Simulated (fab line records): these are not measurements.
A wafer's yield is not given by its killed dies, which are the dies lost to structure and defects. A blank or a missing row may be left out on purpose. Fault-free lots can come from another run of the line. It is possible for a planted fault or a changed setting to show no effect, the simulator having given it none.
fab line records ; flow n5_finfet ; part 1 of 2: steps 1 to 4 of 6
[record] lots = 23; wafers = 69; last_day = 18
route steps=1938 shown BEOL_M1@811 BEOL_M2@863
lots that met no fault: from a run of the same line without faults
start_h: the number of hours between the record's first day and the start of the first shown wafer of the lot ; wait_h: hours elapsed since this lot's preceding step ; " repeats the value in the row above ; L1.1+2: several wafers, shown together as one row ; - no value present, or no start provided ; * or withheld: withheld ; < > ~ a bound
route shown NAME@n: names a module that has steps shown in the file, with the first one's number in the route ; usual: the fault-free wafers' mean and standard deviation ; same: alike in all rows ; chamber/n: place in a boat ; sites: per-site readings ; _std_site: the standard deviation of these ; _edge_site: inner sites' mean taken away from outer sites' mean ; radius_mm: how far each site lies from the wafer's centre ; mask NAME#n: copy n ; behind: tool/chamber where the wafer was last shaped ; hold: cause of the lot's hold/its duration in hours/its outcome ; device: which transistor (n, p or np) failed to switch ; end of line: the route-end tests of the same wafers ; where a step has no rows: the recipe by itself ; killed: dies that structure and defects cost at the first sort, which is not the same as the wafer's yield ; map: a wafer's dies, x killed, . not, _ none there
set.NAME: the setting the step ran with; set.NAME@STEP: the setting that earlier step ran with ; model.NAME: the simulator's own value behind a step, which no gauge read
route steps across a sampled set of lots; one table per step, one row per wafer
services: the hour from which a tool's chamber was out of use, counted from the record's first day as start_h (under 0 if before that day), plus the number of hours and why
[[steps]]
[step N5_BEOL_M1_ALD_84]
[recipe] material = TaN; target_thk_a = *; temp_c = 275; ald_precursor_family = PDMAT; ald_co_reactant = NH3; pressure_torr = 3; carrier_flow_sccm = 1500; pulse_time_s = 2; purge_time_s = 3; co_reactant_purge_time_s = 2; co_reactant_pulse_time_s = 3; ald_cycles = 30; precursor_vessel_temp_c = 75; precursor_vessel_pressure_torr = 26.25; precursor_vessel_carrier_sccm = 1000
[usual] chamber_pressure_Torr = 3.001/0.0061; heater_power_w = 419/51; mfc_carrier_sccm = 1500/4
lot.wafer;tool;chamber;start_h;wait_h;chamber_pressure_Torr;heater_power_w;mfc_carrier_sccm
L074.1;ald_metal-04;3;126.64;0.0;3.008;546;1501
L074.4;ald_metal-04;1;126.64;0.0;3.010;434;1501
L074.5;ald_metal-04;0;126.64;0.0;2.999;386;1502
L075.3;ald_metal-04;1;135.47;0.1;3.011;439;1493
L075.4;ald_metal-04;2;135.47;0.1;2.998;420;1495
L075.6;ald_metal-04;3;135.47;0.1;2.993;528;1504
L076.2;ald_metal-04;1;139.19;0.0;2.994;436;1505
L076.3;ald_metal-04;0;139.19;0.0;3.006;406;1499
L076.5;ald_metal-04;3;139.19;0.0;3.002;540;1503
L077.2;ald_metal-04;0;155.55;0.0;3.005;393;1499
L077.3;ald_metal-04;3;155.55;0.0;3.000;523;1492
L077.5;ald_metal-04;0;155.55;0.0;3.001;393;1501
L078.1;ald_metal-03;3;155.97;0.3;2.995;372;1491
L078.2;ald_metal-03;0;155.97;0.3;2.999;427;1510
L078.6;ald_metal-03;1;155.97;0.3;3.003;344;1503
L079.1;ald_metal-02;1;159.07;0.0;2.999;350;1499
L079.2;ald_metal-02;0;159.07;0.0;3.002;414;1502
L079.5;ald_metal-02;1;159.07;0.0;2.999;361;1499
L080.2;ald_metal-03;3;165.31;0.0;2.991;373;1503
L080.3;ald_metal-03;1;165.31;0.0;3.000;356;1503
L080.5;ald_metal-03;2;165.31;0.0;3.004;377;1491
L081.2;ald_metal-04;3;169.28;0.1;2.990;524;1507
L081.5;ald_metal-04;3;169.28;0.1;3.012;528;1501
L081.6;ald_metal-04;0;169.28;0.1;2.991;394;1497
L082.1;ald_metal-02;1;174.00;0.1;2.995;354;1496
L082.2;ald_metal-02;3;174.00;0.1;3.002;442;1500
L082.3;ald_metal-02;2;174.00;0.1;3.007;381;1496
L083.4;ald_metal-04;2;187.17;0.1;2.999;407;1504
L083.5;ald_metal-04;0;187.17;0.1;3.001;398;1495
L083.6;ald_metal-04;1;187.17;0.1;3.010;437;1496
L085.4;ald_metal-04;0;190.60;0.1;3.003;401;1511
L085.5;ald_metal-04;1;190.60;0.1;2.989;439;1506
L085.6;ald_metal-04;2;190.60;0.1;3.019;433;1500
L084.2;ald_metal-02;1;196.52;0.1;3.004;356;1499
L084.3;ald_metal-02;2;196.52;0.1;2.990;379;1497
L084.4;ald_metal-02;0;196.52;0.1;2.994;425;1500
L086.2;ald_metal-02;1;196.99;0.1;3.008;354;1498
L086.4;ald_metal-02;2;196.99;0.1;3.000;368;1506
L086.5;ald_metal-02;2;196.99;0.1;3.013;380;1504
L087.2;ald_metal-03;0;204.33;0.0;2.999;423;1496
L087.3;ald_metal-03;2;204.33;0.0;2.983;394;1501
L087.6;ald_metal-03;1;204.33;0.0;3.000;356;1501
L090.3;ald_metal-02;2;221.07;0.0;3.012;379;1500
L090.4;ald_metal-02;0;221.07;0.0;3.005;430;1505
L090.6;ald_metal-02;3;221.07;0.0;2.995;453;1506
L089.3;ald_metal-03;2;226.16;0.0;2.995;379;1496
L089.4;ald_metal-03;3;226.16;0.0;2.996;364;1503
L089.5;ald_metal-03;0;226.16;0.0;2.998;433;1494
L092.1;ald_metal-02;2;233.83;0.0;2.998;377;1496
L092.4;ald_metal-02;3;233.83;0.0;3.002;456;1500
L092.6;ald_metal-02;0;233.83;0.0;3.001;428;1497
L091.2;ald_metal-04;2;241.06;0.0;3.003;423;1496
L091.4;ald_metal-04;0;241.06;0.0;3.003;409;1499
L091.5;ald_metal-04;0;241.06;0.0;2.999;393;1502
L093.1;ald_metal-03;2;249.39;0.0;3.007;383;1499
L093.2;ald_metal-03;1;249.39;0.0;2.996;347;1500
L093.6;ald_metal-03;3;249.39;0.0;3.006;355;1500
L094.2;ald_metal-02;2;249.46;0.1;3.004;384;1499
L094.3;ald_metal-02;3;249.46;0.1;2.997;450;1501
L094.6;ald_metal-02;3;249.46;0.1;3.008;451;1499
L095.1;ald_metal-04;2;256.04;0.1;2.996;421;1497
L095.3;ald_metal-04;1;256.04;0.1;2.997;432;1503
L095.5;ald_metal-04;0;256.04;0.1;3.008;401;1498
L096.1;ald_metal-04;2;262.09;0.0;2.999;418;1505
L096.2;ald_metal-04;0;262.09;0.0;3.001;395;1508
L096.5;ald_metal-04;1;262.09;0.0;2.995;425;1502
L097.1;ald_metal-04;1;269.70;0.0;3.006;441;1493
L097.2;ald_metal-04;2;269.70;0.0;3.003;419;1502
L097.4;ald_metal-04;0;269.70;0.0;3.005;398;1495
[step N5_BEOL_M1_SPUTTER_96]
[recipe] material = Cu; target_thk_a = 45; temp_c = -20; chamber_pressure_pa = 0.07; power_w = withheld; time_s = 8.29
[usual] chuck_gas_flow_sccm = 1.27/0.049; chuck_sensor_temp_C = -16.3/0.35; throttle_valve_pct = 30.0/0.82
[same] time_s = 8.29
lot.wafer;tool;chamber;start_h;wait_h;chuck_gas_flow_sccm;chuck_sensor_temp_C;throttle_valve_pct
L074.1;pvd_sputter-02;-;128.98;0.1;1.28;-16.6;31.5
L074.4;pvd_sputter-02;-;128.98;0.1;1.26;-16.7;29.0
L074.5;pvd_sputter-02;-;128.98;0.1;1.18;-16.7;28.9
L075.3;pvd_sputter-01;-;138.08;0.1;1.26;-15.8;31.3
L075.4;pvd_sputter-01;-;138.08;0.1;1.19;-16.1;30.3
L075.6;pvd_sputter-01;-;138.08;0.1;1.32;-16.1;31.3
L076.2;pvd_sputter-02;-;141.65;0.1;1.28;-16.6;29.8
L076.3;pvd_sputter-02;-;141.65;0.1;1.23;-16.7;31.4
L076.5;pvd_sputter-02;-;141.65;0.1;1.36;-16.7;28.9
L077.2;pvd_sputter-03;-;157.94;0.1;1.19;-16.6;29.9
L077.3;pvd_sputter-03;-;157.94;0.1;1.23;-16.0;30.1
L077.5;pvd_sputter-03;-;157.94;0.1;1.21;-16.8;30.2
L078.1;pvd_sputter-02;-;159.44;0.1;1.16;-16.6;31.2
L078.2;pvd_sputter-02;-;159.44;0.1;1.22;-16.5;29.7
L078.6;pvd_sputter-02;-;159.44;0.1;1.22;-15.8;28.5
L079.1;pvd_sputter-01;-;161.51;0.1;1.23;-16.2;30.5
L079.2;pvd_sputter-01;-;161.51;0.1;1.34;-15.9;31.3
L079.5;pvd_sputter-01;-;161.51;0.1;1.24;-16.3;30.3
L080.2;pvd_sputter-01;-;167.57;0.1;1.27;-16.1;30.1
L080.3;pvd_sputter-01;-;167.57;0.1;1.35;-16.0;29.9
L080.5;pvd_sputter-01;-;167.57;0.1;1.26;-16.0;30.0
L081.2;pvd_sputter-01;-;171.67;0.1;1.29;-16.1;30.1
L081.5;pvd_sputter-01;-;171.67;0.1;1.24;-15.9;30.1
L081.6;pvd_sputter-01;-;171.67;0.1;1.34;-16.1;30.3
L082.1;pvd_sputter-01;-;176.23;0.1;1.31;-15.7;31.3
L082.2;pvd_sputter-01;-;176.23;0.1;1.34;-15.9;30.1
L082.3;pvd_sputter-01;-;176.23;0.1;1.29;-16.1;28.8
L083.4;pvd_sputter-03;-;189.89;0.1;1.15;-16.6;30.9
L083.5;pvd_sputter-03;-;189.89;0.1;1.23;-16.8;29.9
L083.6;pvd_sputter-03;-;189.89;0.1;1.28;-16.5;30.7
L085.4;pvd_sputter-03;-;192.87;0.1;1.20;-16.4;30.7
L085.5;pvd_sputter-03;-;192.87;0.1;1.17;-16.7;30.2
L085.6;pvd_sputter-03;-;192.87;0.1;1.27;-16.0;29.8
L084.2;pvd_sputter-03;-;198.77;0.1;1.18;-16.2;30.0
L084.3;pvd_sputter-03;-;198.77;0.1;1.25;-16.9;30.1
L084.4;pvd_sputter-03;-;198.77;0.1;1.33;-16.5;30.7
L086.2;pvd_sputter-02;-;200.94;0.1;1.28;-16.0;28.8
L086.4;pvd_sputter-02;-;200.94;0.1;1.23;-16.5;29.8
L086.5;pvd_sputter-02;-;200.94;0.1;1.23;-16.0;28.7
L087.2;pvd_sputter-03;-;206.54;0.1;1.23;-16.9;30.3
L087.3;pvd_sputter-03;-;206.54;0.1;1.20;-16.1;29.9
L087.6;pvd_sputter-03;-;206.54;0.1;1.28;-16.8;30.4
L090.3;pvd_sputter-02;-;223.56;0.1;1.26;-16.6;31.4
L090.4;pvd_sputter-02;-;223.56;0.1;1.32;-16.0;28.6
L090.6;pvd_sputter-02;-;223.56;0.1;1.25;-16.6;31.3
L089.3;pvd_sputter-03;-;228.51;0.1;1.29;-16.4;30.6
L089.4;pvd_sputter-03;-;228.51;0.1;1.21;-16.6;29.7
L089.5;pvd_sputter-03;-;228.51;0.1;1.35;-16.6;30.3
L092.1;pvd_sputter-01;-;236.10;0.1;1.25;-15.9;30.9
L092.4;pvd_sputter-01;-;236.10;0.1;1.22;-15.8;28.6
L092.6;pvd_sputter-01;-;236.10;0.1;1.17;-16.2;30.2
L091.2;pvd_sputter-01;-;243.38;0.1;1.22;-15.8;28.7
L091.4;pvd_sputter-01;-;243.38;0.1;1.30;-16.2;30.0
L091.5;pvd_sputter-01;-;243.38;0.1;1.35;-16.0;30.2
L093.1;pvd_sputter-01;-;251.99;0.1;1.31;-16.1;30.2
L093.2;pvd_sputter-01;-;251.99;0.1;1.27;-15.9;29.1
L093.6;pvd_sputter-01;-;251.99;0.1;1.25;-16.2;30.4
L094.2;pvd_sputter-02;-;252.00;0.1;1.24;-16.4;31.5
L094.3;pvd_sputter-02;-;252.00;0.1;1.26;-16.0;28.5
L094.6;pvd_sputter-02;-;252.00;0.1;1.23;-16.0;28.5
L095.1;pvd_sputter-01;-;258.61;0.1;1.30;-16.2;30.1
L095.3;pvd_sputter-01;-;258.61;0.1;1.28;-15.8;29.9
L095.5;pvd_sputter-01;-;258.61;0.1;1.31;-16.1;30.3
L096.1;pvd_sputter-01;-;264.30;0.1;1.28;-15.9;30.0
L096.2;pvd_sputter-01;-;264.30;0.1;1.23;-16.0;30.4
L096.5;pvd_sputter-01;-;264.30;0.1;1.29;-16.0;29.7
L097.1;pvd_sputter-03;-;272.02;0.1;1.20;-16.6;30.3
L097.2;pvd_sputter-03;-;272.02;0.1;1.26;-16.5;30.1
L097.4;pvd_sputter-03;-;272.02;0.1;1.24;-16.6;29.8
[step N5_BEOL_M1_CMP_52]
[recipe] stop_on = SiOC; t_overpolish_s = 6.8; down_force_psi = 1; platen_rpm = 50; clearing_platen_down_force_psi = 1.5; clearing_platen_rpm = 50; post_cmp_clean = cu_alkaline; target_thk_nm = 40; clearing_platen_pad_velocity_m_s = 0.99484; pad_velocity_m_s = 0.99484
[usual] barrier_field_endpoint_s = 25.1/0.75; head_pressure_psi = 1.0000/0.0024; motor_current_A = 6.1/0.67; overpolish_run_s = 6.801/0.0094; pad_life_wafers = 1010/490; slurry_flow_ml_min = 150.0/0.47; time_to_endpoint_s = 64/4.3
lot.wafer;tool;chamber;start_h;wait_h;barrier_field_endpoint_s;head_pressure_psi;motor_current_A;overpolish_run_s;pad_life_wafers;slurry_flow_ml_min;time_to_endpoint_s
L074.1;cmp-01;0;129.47;0.3;24.7;1.0009;6.1;6.790;432;149.8;62
L074.4;cmp-01;3;129.47;0.3;25.0;0.9996;6.0;6.799;435;150.0;65
L074.5;cmp-01;0;129.47;0.3;25.3;0.9999;6.5;6.810;-;149.3;63
L075.3;cmp-01;1;138.65;0.2;24.2;1.0014;6.0;6.801;506;150.5;63
L075.4;cmp-01;2;138.65;0.2;25.6;1.0013;7.5;6.804;507;149.5;65
L075.6;cmp-01;0;138.65;0.2;25.8;1.0006;6.1;6.798;-;149.9;60
L076.3;cmp-01;0;142.18;0.2;24.8;1.0002;6.0;6.788;529;150.0;62
L076.2;cmp-01;1;142.18;0.2;24.8;1.0019;5.7;6.791;530;150.0;62
L076.5;cmp-01;3;142.18;0.2;25.9;0.9985;6.1;6.793;-;150.7;70
L077.3;cmp-04;0;158.44;0.2;25.6;1.0029;5.4;6.814;252;149.5;69
L077.2;cmp-04;3;158.44;0.2;25.3;0.9988;5.5;6.819;255;149.9;64
L077.5;cmp-04;1;158.44;0.2;24.9;0.9981;6.3;6.798;-;150.3;59
L078.1;cmp-01;0;160.42;0.3;25.2;1.0016;6.0;6.807;673;149.8;60
L078.2;cmp-01;2;160.42;0.3;25.4;1.0022;7.4;6.803;675;150.0;64
L078.6;cmp-01;3;160.42;0.3;26.1;0.9992;6.3;6.812;-;149.3;70
L079.1;cmp-04;0;162.01;0.3;26.1;1.0071;5.1;6.792;276;150.6;67
L079.2;cmp-04;2;162.01;0.3;24.6;0.9997;6.0;6.799;278;149.9;61
L079.5;cmp-04;0;162.01;0.3;26.3;1.0028;5.1;6.811;-;149.9;70
L080.2;cmp-01;1;168.14;0.3;24.6;1.0009;6.0;6.805;734;149.9;63
L080.3;cmp-01;2;168.14;0.3;25.1;1.0052;7.5;6.813;735;150.2;66
L080.5;cmp-01;0;168.14;0.3;25.1;0.9955;6.1;6.788;-;149.5;63
L081.2;cmp-01;2;172.17;0.2;25.9;0.9979;7.4;6.812;756;151.1;69
L081.6;cmp-01;2;172.17;0.2;26.5;1.0004;7.2;6.806;-;150.4;72
L081.5;cmp-01;3;172.17;0.2;26.1;0.9999;6.1;6.788;-;150.7;70
L082.3;cmp-02;3;176.76;0.2;24.8;1.0026;5.1;6.794;1495;149.8;65
L082.1;cmp-02;0;176.76;0.2;25.0;1.0030;6.7;6.789;1496;149.4;70
L082.2;cmp-02;1;176.76;0.2;25.7;1.0021;6.6;6.825;1497;150.3;66
L083.4;cmp-02;0;190.47;0.1;25.9;0.9988;6.6;6.795;1596;150.0;67
L083.5;cmp-02;0;190.47;0.1;24.9;0.9982;7.2;6.802;-;150.5;62
L083.6;cmp-02;1;190.47;0.1;25.4;0.9987;6.3;6.811;-;149.7;59
L085.4;cmp-04;1;193.44;0.2;24.2;1.0040;6.8;6.813;506;149.3;61
L085.5;cmp-04;3;193.44;0.2;25.8;1.0013;5.5;6.799;-;149.9;63
L085.6;cmp-04;0;193.44;0.2;27.0;0.9992;5.1;6.813;-;149.9;74
L084.2;cmp-02;0;199.26;0.2;24.8;1.0003;7.0;6.802;1710;149.9;64
L084.3;cmp-02;2;199.26;0.2;23.9;1.0019;6.6;6.804;1712;149.0;58
L084.4;cmp-02;3;199.26;0.2;25.2;1.0008;5.0;6.784;1713;149.8;64
L086.2;cmp-01;3;201.47;0.2;25.2;1.0000;6.3;6.802;997;149.9;63
L086.4;cmp-01;0;201.47;0.2;25.8;1.0004;6.2;6.797;998;150.3;58
L086.5;cmp-01;3;201.47;0.2;25.8;1.0030;6.1;6.799;-;150.1;65
L087.2;cmp-04;2;207.20;0.2;24.9;1.0018;5.6;6.810;673;150.3;63
L087.3;cmp-04;0;207.20;0.2;25.2;1.0021;5.3;6.798;675;148.8;75
L087.6;cmp-04;1;207.20;0.2;24.0;0.9994;6.7;6.812;-;149.4;60
L090.3;cmp-04;2;224.42;0.5;24.6;0.9973;5.7;6.818;860;149.5;63
L090.4;cmp-04;3;224.42;0.5;25.2;0.9957;5.8;6.814;861;150.5;64
L090.6;cmp-04;1;224.42;0.5;24.9;1.0009;6.4;6.816;-;149.2;61
L089.3;cmp-04;2;229.11;0.2;25.3;0.9976;5.9;6.800;950;150.0;66
L089.4;cmp-04;3;229.11;0.2;25.1;0.9992;5.7;6.779;951;150.1;69
L089.5;cmp-04;1;229.11;0.2;25.1;1.0041;6.4;6.788;-;149.2;68
L092.1;cmp-02;1;237.13;0.8;24.7;0.9981;6.6;6.784;1860;150.6;63
L092.4;cmp-02;2;237.13;0.8;24.1;1.0012;6.5;6.809;1861;150.5;55
L092.6;cmp-02;1;237.13;0.8;24.9;0.9981;6.4;6.789;-;151.0;59
L091.2;cmp-02;3;244.18;0.3;24.9;1.0016;4.9;6.810;1921;150.1;59
L091.4;cmp-02;1;244.18;0.3;24.6;0.9975;6.8;6.812;1923;150.7;61
L091.5;cmp-02;3;244.18;0.3;23.6;0.9971;5.0;6.810;-;150.5;59
L093.1;cmp-01;1;252.58;0.4;24.4;1.0009;6.1;6.807;1266;150.0;61
L093.2;cmp-01;0;252.58;0.4;25.2;1.0000;6.2;6.802;1269;151.4;63
L093.6;cmp-01;2;252.58;0.4;26.1;1.0003;8.0;6.819;-;149.6;70
L094.2;cmp-04;1;252.63;0.3;24.4;0.9984;6.6;6.790;1212;149.8;59
L094.3;cmp-04;3;252.63;0.3;25.0;1.0032;5.6;6.794;1214;150.0;64
L094.6;cmp-04;2;252.63;0.3;25.1;0.9973;5.8;6.806;-;150.6;62
L095.3;cmp-01;1;259.37;0.3;24.8;0.9969;6.0;6.793;1320;150.3;59
L095.1;cmp-01;0;259.37;0.3;24.9;0.9982;6.2;6.788;1323;149.8;61
L095.5;cmp-01;1;259.37;0.3;25.4;0.9979;5.8;6.799;-;150.5;62
L096.2;cmp-01;1;264.83;0.2;24.9;1.0013;5.8;6.803;1381;149.2;59
L096.1;cmp-01;3;264.83;0.2;25.2;0.9971;5.9;6.798;1383;149.5;66
L096.5;cmp-01;1;264.83;0.2;25.1;1.0013;5.9;6.811;-;149.9;58
L097.4;cmp-04;3;272.51;0.1;24.3;0.9990;5.6;6.795;1422;149.4;65
L097.1;cmp-04;1;272.51;0.1;24.7;1.0006;6.6;6.816;1424;149.7;61
L097.2;cmp-04;2;272.51;0.1;24.1;1.0011;6.0;6.810;1425;149.2;63
[step N5_BEOL_M2_STRIP_66]
[recipe] chemistry = CF4; resist = SiARC; power_w = 300; bias_power_w = 75; pressure_mtorr = 50; cf4_flow_sccm = 150; rf_frequency_hz = 6e+07
[usual] drypump_motor_current_A = 5.7/0.56; oes_product_au = 0.80/0.086; rf_vpp_V = 271.3/1.4; showerhead_plenum_p_Torr = 1.81/0.058; throttle_valve_pct = 13.52/0.21
lot.wafer;tool;chamber;start_h;wait_h;drypump_motor_current_A;oes_product_au;rf_hours_counter_h;rf_vpp_V;showerhead_plenum_p_Torr;throttle_valve_pct
L074.1;rie_diel-05;2;131.47;0.0;6.5;0.92;12;273.7;1.92;13.36
L074.4;rie_diel-05;1;131.47;0.0;5.4;0.69;-;270.8;1.78;13.67
L074.5;rie_diel-05;0;131.47;0.0;5.4;0.80;-;270.5;1.75;13.47
L075.3;rie_diel-05;3;142.58;0.0;5.7;0.99;0;269.4;1.76;13.44
L075.4;rie_diel-05;2;142.58;0.0;6.5;0.91;18;273.1;1.92;13.37
L075.6;rie_diel-05;1;142.58;0.0;5.4;0.69;-;271.6;1.78;13.69
L076.2;rie_diel-05;1;144.56;0.0;5.4;0.69;231;270.8;1.78;13.66
L076.3;rie_diel-05;2;144.56;0.0;6.4;0.90;19;273.7;1.92;13.38
L076.5;rie_diel-05;3;144.56;0.0;5.7;0.98;-;270.2;1.76;13.44
L077.2;rie_diel-06;2;163.17;0.0;6.4;0.90;18;272.2;1.92;13.34
L077.3;rie_diel-06;1;163.17;0.0;5.6;0.68;232;273.1;1.82;13.92
L077.5;rie_diel-06;3;163.17;0.0;5.7;0.68;-;270.2;1.77;13.68
L078.1;rie_diel-05;3;163.67;0.0;5.7;0.93;8;270.0;1.76;13.47
L078.2;rie_diel-05;2;163.67;0.0;6.5;0.88;26;272.1;1.92;13.41
L078.6;rie_diel-05;3;163.67;0.0;5.7;0.93;-;270.8;1.76;13.48
L079.1;rie_diel-05;0;164.53;0.0;5.4;0.80;108;268.6;1.75;13.50
L079.2;rie_diel-05;2;164.53;0.0;6.5;0.89;27;273.1;1.92;13.41
L079.5;rie_diel-05;2;164.53;0.0;6.5;0.89;-;273.2;1.92;13.40
L080.2;rie_diel-02;3;170.25;0.0;6.5;0.70;203;270.6;1.79;13.86
L080.3;rie_diel-02;1;170.25;0.0;5.3;0.75;168;271.8;1.82;13.66
L080.5;rie_diel-02;3;170.25;0.0;6.5;0.70;-;270.2;1.79;13.84
L081.2;rie_diel-02;1;174.20;0.0;5.3;0.75;170;271.1;1.82;13.67
L081.5;rie_diel-02;1;174.20;0.0;5.3;0.74;-;270.1;1.81;13.65
L081.6;rie_diel-02;0;174.20;0.0;5.5;0.78;-;270.5;1.79;13.46
L082.1;rie_diel-06;2;179.02;0.0;6.4;0.90;25;274.1;1.92;13.37
L082.2;rie_diel-06;0;179.02;0.0;4.8;0.85;49;269.3;1.77;13.40
L082.3;rie_diel-06;1;179.02;0.0;5.6;0.69;238;272.3;1.82;13.94
L083.4;rie_diel-02;3;194.47;0.0;6.4;0.69;212;271.2;1.79;13.86
L083.5;rie_diel-02;2;194.47;0.0;4.7;0.78;-;272.7;1.86;13.31
L083.6;rie_diel-02;3;194.47;0.0;6.4;0.69;-;269.9;1.79;13.88
L085.4;rie_diel-02;2;195.09;0.0;4.7;0.77;124;273.2;1.86;13.31
L085.5;rie_diel-02;1;195.09;0.0;5.3;0.74;-;270.6;1.81;13.69
L085.6;rie_diel-02;0;195.09;0.0;5.5;0.77;-;270.9;1.79;13.47
L084.2;rie_diel-06;2;202.18;0.0;6.4;0.87;34;274.5;1.91;13.39
L084.3;rie_diel-06;1;202.18;0.0;5.5;0.68;248;272.6;1.81;13.96
L084.4;rie_diel-06;0;202.18;0.0;4.8;0.85;58;269.6;1.76;13.43
L086.2;rie_diel-06;1;204.98;0.0;5.5;0.68;249;271.8;1.81;13.94
L086.4;rie_diel-06;0;204.98;0.0;4.8;0.84;59;271.4;1.76;13.43
L086.5;rie_diel-06;2;204.98;0.0;6.4;0.88;-;272.4;1.91;13.39
L087.2;rie_diel-06;3;211.20;0.0;5.7;0.95;7;270.5;1.77;13.12
L087.3;rie_diel-06;2;211.20;0.0;6.4;0.87;39;274.7;1.91;13.40
L087.6;rie_diel-06;3;211.20;0.0;5.7;0.94;-;270.0;1.77;13.13
L090.3;rie_diel-06;3;226.68;0.0;5.6;0.91;14;270.3;1.77;13.15
L090.4;rie_diel-06;3;226.68;0.0;5.6;0.92;-;271.4;1.77;13.16
L090.6;rie_diel-06;0;226.68;0.0;4.8;0.83;-;271.1;1.76;13.46
L089.3;rie_diel-05;2;230.75;0.0;6.5;0.85;46;272.9;1.91;13.45
L089.4;rie_diel-05;3;230.75;0.0;5.7;0.89;-;269.6;1.75;13.51
L089.5;rie_diel-05;2;230.75;0.0;6.4;0.86;-;271.8;1.91;13.45
L092.1;rie_diel-02;3;238.78;0.0;6.4;0.68;231;270.4;1.78;13.89
L092.4;rie_diel-02;2;238.78;0.0;4.7;0.76;142;272.1;1.86;13.36
L092.6;rie_diel-02;0;238.78;0.0;5.5;0.76;-;271.6;1.79;13.52
L091.2;rie_diel-02;0;247.97;0.0;5.5;0.76;155;271.4;1.79;13.52
L091.4;rie_diel-02;2;247.97;0.0;4.7;0.76;145;272.5;1.86;13.38
L091.5;rie_diel-02;3;247.97;0.0;6.5;0.68;-;271.3;1.78;13.93
L093.1;rie_diel-06;3;255.88;0.0;5.7;0.89;27;271.2;1.76;13.17
L093.2;rie_diel-06;2;255.88;0.0;6.4;0.83;59;271.6;1.91;13.44
L093.6;rie_diel-06;2;255.88;0.0;6.4;0.84;-;271.1;1.91;13.42
L094.2;rie_diel-02;0;256.24;0.0;5.5;0.75;158;270.9;1.79;13.54
L094.3;rie_diel-02;2;256.24;0.0;4.7;0.76;148;271.6;1.86;13.37
L094.6;rie_diel-02;3;256.24;0.0;6.5;0.68;-;270.0;1.78;13.93
L095.1;rie_diel-02;0;262.89;0.0;5.5;0.75;161;270.3;1.78;13.53
L095.3;rie_diel-02;3;262.89;0.0;6.5;0.68;240;271.7;1.78;13.94
L095.5;rie_diel-02;2;262.89;0.0;4.7;0.76;-;270.7;1.86;13.37
L096.1;rie_diel-06;3;267.63;0.0;5.7;0.88;31;270.0;1.76;13.20
L096.2;rie_diel-06;1;267.63;0.0;5.5;0.89;16;272.6;1.81;13.37
L096.5;rie_diel-06;1;267.63;0.0;5.6;0.89;-;270.5;1.81;13.35
L097.1;rie_diel-05;1;274.78;0.0;5.4;0.93;14;269.7;1.77;13.20
L097.2;rie_diel-05;0;274.78;0.0;5.4;0.77;141;267.9;1.74;13.57
L097.4;rie_diel-05;2;274.78;0.0;6.5;0.83;64;274.1;1.91;13.49
